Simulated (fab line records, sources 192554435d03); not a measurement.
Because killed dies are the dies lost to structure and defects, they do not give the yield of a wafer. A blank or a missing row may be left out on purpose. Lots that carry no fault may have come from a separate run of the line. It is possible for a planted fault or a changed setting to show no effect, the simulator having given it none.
Which tool did it? || flow n5-finfet || 11 lots, 33 wafers sampled, at 3 steps of a route of 1938

WHAT THE GAUGES READ, wafer by wafer
N5_HKMG_FIN_INSPECT_14: inspects for defects (macro). Usual: raw-defect-count reads 2.0 (standard deviation 1.4).
{"lot": "L748", "measured": "day 4 07:13", "on": "defect-inspect-01", "raw-defect-count": "3 3 2", "flag": ""}
{"lot": "L749", "measured": "day 4 08:49", "on": "defect-inspect-01", "raw-defect-count": "4 2 2", "flag": ""}
{"lot": "L752", "measured": "day 5 06:59", "on": "defect-inspect-01", "raw-defect-count": "4 3 1", "flag": ""}
{"lot": "L754", "measured": "day 5 14:32", "on": "defect-inspect-02", "raw-defect-count": "1 3 1", "flag": ""}
{"lot": "L755", "measured": "day 6 00:25", "on": "defect-inspect-01", "raw-defect-count": "2 4 2", "flag": ""}
{"lot": "L761", "measured": "day 7 13:54", "on": "defect-inspect-01", "raw-defect-count": "1 1 1", "flag": ""}
{"lot": "L762", "measured": "day 7 17:23", "on": "defect-inspect-01", "raw-defect-count": ">300 >300 >300", "flag": "OFF"}
{"lot": "L763", "measured": "day 7 20:49", "on": "defect-inspect-01", "raw-defect-count": ">300 >300 >300", "flag": "OFF"}
{"lot": "L767", "measured": "day 8 23:14", "on": "defect-inspect-02", "raw-defect-count": "2 2 1", "flag": ""}
{"lot": "L768", "measured": "day 9 04:56", "on": "defect-inspect-02", "raw-defect-count": "4 0 1", "flag": ""}
{"lot": "L769", "measured": "day 9 15:49", "on": "defect-inspect-02", "raw-defect-count": "0 4 2", "flag": ""}

TOOL THAT RAN EACH LOT (tool first, then ch and the chambers of the sampled wafers, then the start)
{"lot": "L748", "N5_HKMG_FIN_WET_ETCH_78": "wet-bench-04 ch 1,2,3, day 4 05:11", "N5_HKMG_FIN_ALD_36": "ald-metal-04 ch 1,2, day 4 06:01"}
{"lot": "L749", "N5_HKMG_FIN_WET_ETCH_78": "wet-bench-06 ch 1,4,5, day 4 06:54", "N5_HKMG_FIN_ALD_36": "ald-metal-01 ch 0,1, day 4 07:44"}
{"lot": "L752", "N5_HKMG_FIN_WET_ETCH_78": "wet-bench-06 ch 1,2,3, day 5 04:58", "N5_HKMG_FIN_ALD_36": "ald-metal-04 ch 1,2, day 5 05:54"}
{"lot": "L754", "N5_HKMG_FIN_WET_ETCH_78": "wet-bench-06 ch 1,4,7, day 5 12:14", "N5_HKMG_FIN_ALD_36": "ald-metal-04 ch 1,2,3, day 5 13:19"}
{"lot": "L755", "N5_HKMG_FIN_WET_ETCH_78": "wet-bench-06 ch 0,2,6, day 5 22:30", "N5_HKMG_FIN_ALD_36": "ald-metal-04 ch 2,3, day 5 23:20"}
{"lot": "L761", "N5_HKMG_FIN_WET_ETCH_78": "wet-bench-03 ch 2,3,4, day 7 11:59", "N5_HKMG_FIN_ALD_36": "ald-metal-04 ch 0,1,3, day 7 12:49"}
{"lot": "L762", "N5_HKMG_FIN_WET_ETCH_78": "wet-bench-06 ch 0,1,7, day 7 15:04", "N5_HKMG_FIN_ALD_36": "ald-metal-02 ch 1,2,3, day 7 15:57"}
{"lot": "L763", "N5_HKMG_FIN_WET_ETCH_78": "wet-bench-06 ch 0,1,3, day 7 18:52", "N5_HKMG_FIN_ALD_36": "ald-metal-04 ch 1,2,3, day 7 19:44"}
{"lot": "L767", "N5_HKMG_FIN_WET_ETCH_78": "wet-bench-03 ch 0,1,2, day 8 21:10", "N5_HKMG_FIN_ALD_36": "ald-metal-04 ch 0,1, day 8 22:01"}
{"lot": "L768", "N5_HKMG_FIN_WET_ETCH_78": "wet-bench-04 ch 1,2,6, day 9 02:41", "N5_HKMG_FIN_ALD_36": "ald-metal-02 ch 0,1,3, day 9 03:44"}
{"lot": "L769", "N5_HKMG_FIN_WET_ETCH_78": "wet-bench-04 ch 4,5,6, day 9 13:38", "N5_HKMG_FIN_ALD_36": "ald-metal-01 ch 0,1,2, day 9 14:36"}
- N5_HKMG_FIN_WET_ETCH_78: etches Al2O3 in dNH4OH, stops on La2O3, target depth 4.5 nm, rinse time 30 s.
- N5_HKMG_FIN_ALD_36: deposits TiN, target thk 1 nm, pulse time 1 s, purge time 3 s.

WHAT THE TOOLS THEMSELVES READ (means of the sampled wafers that have a number; where no wafer has one, the mark that the record gives instead)
N5_HKMG_FIN_WET_ETCH_78. Usual: rinse-temp-c reads 23.00 C (standard deviation 0.1).
{"lot": "L748", "tool": "wet-bench-04", "rinse-temp-c (C)": 22.93, "flag": ""}
{"lot": "L749", "tool": "wet-bench-06", "rinse-temp-c (C)": 22.98, "flag": ""}
{"lot": "L752", "tool": "wet-bench-06", "rinse-temp-c (C)": 23.07, "flag": ""}
{"lot": "L754", "tool": "wet-bench-06", "rinse-temp-c (C)": 22.97, "flag": ""}
{"lot": "L755", "tool": "wet-bench-06", "rinse-temp-c (C)": 23.09, "flag": ""}
{"lot": "L761", "tool": "wet-bench-03", "rinse-temp-c (C)": 23.01, "flag": ""}
{"lot": "L762", "tool": "wet-bench-06", "rinse-temp-c (C)": 22.95, "flag": ""}
{"lot": "L763", "tool": "wet-bench-06", "rinse-temp-c (C)": 23.00, "flag": ""}
{"lot": "L767", "tool": "wet-bench-03", "rinse-temp-c (C)": 22.93, "flag": ""}
{"lot": "L768", "tool": "wet-bench-04", "rinse-temp-c (C)": 22.98, "flag": ""}
{"lot": "L769", "tool": "wet-bench-04", "rinse-temp-c (C)": 23.04, "flag": ""}

N5_HKMG_FIN_ALD_36. Usual: heater-power-w 866 W, standard deviation 71; precursor-pulse-height-rel 0.997, standard deviation 0.019.
{"lot": "L748", "tool": "ald-metal-04", "heater-power-w (W)": 834, "precursor-pulse-height-rel": 0.994, "flag": ""}
{"lot": "L749", "tool": "ald-metal-01", "heater-power-w (W)": 912, "precursor-pulse-height-rel": 0.991, "flag": ""}
{"lot": "L752", "tool": "ald-metal-04", "heater-power-w (W)": 810, "precursor-pulse-height-rel": 0.997, "flag": ""}
{"lot": "L754", "tool": "ald-metal-04", "heater-power-w (W)": 818, "precursor-pulse-height-rel": 0.991, "flag": ""}
{"lot": "L755", "tool": "ald-metal-04", "heater-power-w (W)": 817, "precursor-pulse-height-rel": 0.971, "flag": ""}
{"lot": "L761", "tool": "ald-metal-04", "heater-power-w (W)": 821, "precursor-pulse-height-rel": 0.982, "flag": ""}
{"lot": "L762", "tool": "ald-metal-02", "heater-power-w (W)": 868, "precursor-pulse-height-rel": 1.009, "flag": ""}
{"lot": "L763", "tool": "ald-metal-04", "heater-power-w (W)": 822, "precursor-pulse-height-rel": 1.009, "flag": ""}
{"lot": "L767", "tool": "ald-metal-04", "heater-power-w (W)": 801, "precursor-pulse-height-rel": 1.019, "flag": ""}
{"lot": "L768", "tool": "ald-metal-02", "heater-power-w (W)": 835, "precursor-pulse-height-rel": 0.991, "flag": ""}
{"lot": "L769", "tool": "ald-metal-01", "heater-power-w (W)": 960, "precursor-pulse-height-rel": 1.011, "flag": ""}

THE ANSWER, worked out from the rows above alone
Rule: take the mean of a lot's wafers that have a number; if it is more than 3 standard deviations from the usual mean, the lot is off. Also off: a lot with no number at a reading for which 4 or more lots have one. Any other lot the step has rows for is counted as sound. Order of review: gauges by route order, followed by the tools' own readings, for which a lot's mean as printed above is used. At the first step where some lot is off, the reading lying furthest off is the one used; lots without a number count as furthest.
Off: L762, L763, at N5_HKMG_FIN_INSPECT_14 (raw-defect-count). Without a number there: L762, L763.
If a tool, at a process step before that reading, ran all the lots that are off and no sound lot after the first of them, it fits. The gauges at N5_HKMG_FIN_INSPECT_14 are tried like those tools. 2 tools fit, wet-bench-06 at N5_HKMG_FIN_WET_ETCH_78 and defect-inspect-01 at N5_HKMG_FIN_INSPECT_14, so this cannot tell which one it is.

WHAT THE SIMULATOR PUT IN
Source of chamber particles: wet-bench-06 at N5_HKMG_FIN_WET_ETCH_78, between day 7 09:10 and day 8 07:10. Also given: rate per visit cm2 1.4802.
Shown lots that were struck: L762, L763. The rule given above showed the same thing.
